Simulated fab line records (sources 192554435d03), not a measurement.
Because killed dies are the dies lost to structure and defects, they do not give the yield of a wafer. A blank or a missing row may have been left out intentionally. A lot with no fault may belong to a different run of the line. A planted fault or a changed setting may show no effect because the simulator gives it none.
Problem report, 8D (eight disciplines) form, completed by code ; flow n5Finfet ; the parts of the form that need people (team, actions taken, sign-off) are left out

1. THE ISSUE
plateTempC at N5_BEOL_M10_COAT_59 reads a mean of 247.65 C on 6 wafers of 2 lots; wafers without a fault read 249.99 C with a standard deviation of 0.17. That is -14 standard deviations from the usual mean.
The step: time 60 s, resist thk 100 nm.
Seen first at day 11 17:46 on lithoTrack-02, wafer L591.3. At this step, 35 wafers from 12 lots have a number in the record. The rule behind "out" and "out of limits": a value lying over 4 standard deviations away from the usual mean. All remaining wafers that have a number are taken as sound.

2. WHAT IT IS; WHAT IT IS NOT
question;is;is not
which readings at this step;plateTempC;-
which lots;L590, L591;L586, L587, L592, L598, L600, L601, L603, L604, L606, L608
which wafers of those lots;all that have a number;-
read on which tools;lithoTrack-02;lithoTrack-03, lithoTrack-04
when;from day 11 17:46;"up to then (6 sound wafers); but 23 sound wafers of L592, L598, L600, L601, L603, L604, L606, L608 came after"

3. SUSPECTS, AND WHAT RULES EACH OUT
Counting: a tool stays on the suspect list if, at a process step up to the reading, it processed all lots that are out and no sound lot following the first of them.
- lithoTrack-02 at N5_BEOL_M10_COAT_59 (time 60 s, resist thk 100 nm): kept. All lots that are out passed through it, beginning with L591 at day 11 17:46, and no sound lot followed; its final sound lot before that point was L587 at day 11 06:25. Its own plateTempC readings are out on those wafers.
The count leaves lithoTrack-02 at N5_BEOL_M10_COAT_59.

4. THE CAUSE (what the simulator had put in)
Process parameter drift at N5_BEOL_M10_COAT_59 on lithoTrack-02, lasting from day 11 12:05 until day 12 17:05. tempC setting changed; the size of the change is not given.
Only this tool survived the counting.

5. THE EFFECT CHAIN, in route order
Rows list readings where the struck wafers' mean (over those with a number) sits beyond 3 standard deviations from the usual. Scope: only readings with a usual standard deviation given in the record; hours: median across lots of the time from each lot's start at the first step in this table that gives one to its start at this step; sigmas: change in usual standard deviations.
hours;step;reading;usual;on struck wafers;change;sigmas
0;N5_BEOL_M10_COAT_59;heaterPowerTotalW;500.9 W;495.3;-5.6;-3.1
0;N5_BEOL_M10_COAT_59;plateTempC;249.99 C;247.65;-2.34;-14
It contains these process steps:
- N5_BEOL_M10_COAT_59: time 60 s, resist thk 100 nm.

6. WHAT WOULD HAVE CAUGHT IT SOONER
First out-of-limits reading in this record: day 11 17:46, which is 6 hours after fault onset at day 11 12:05.
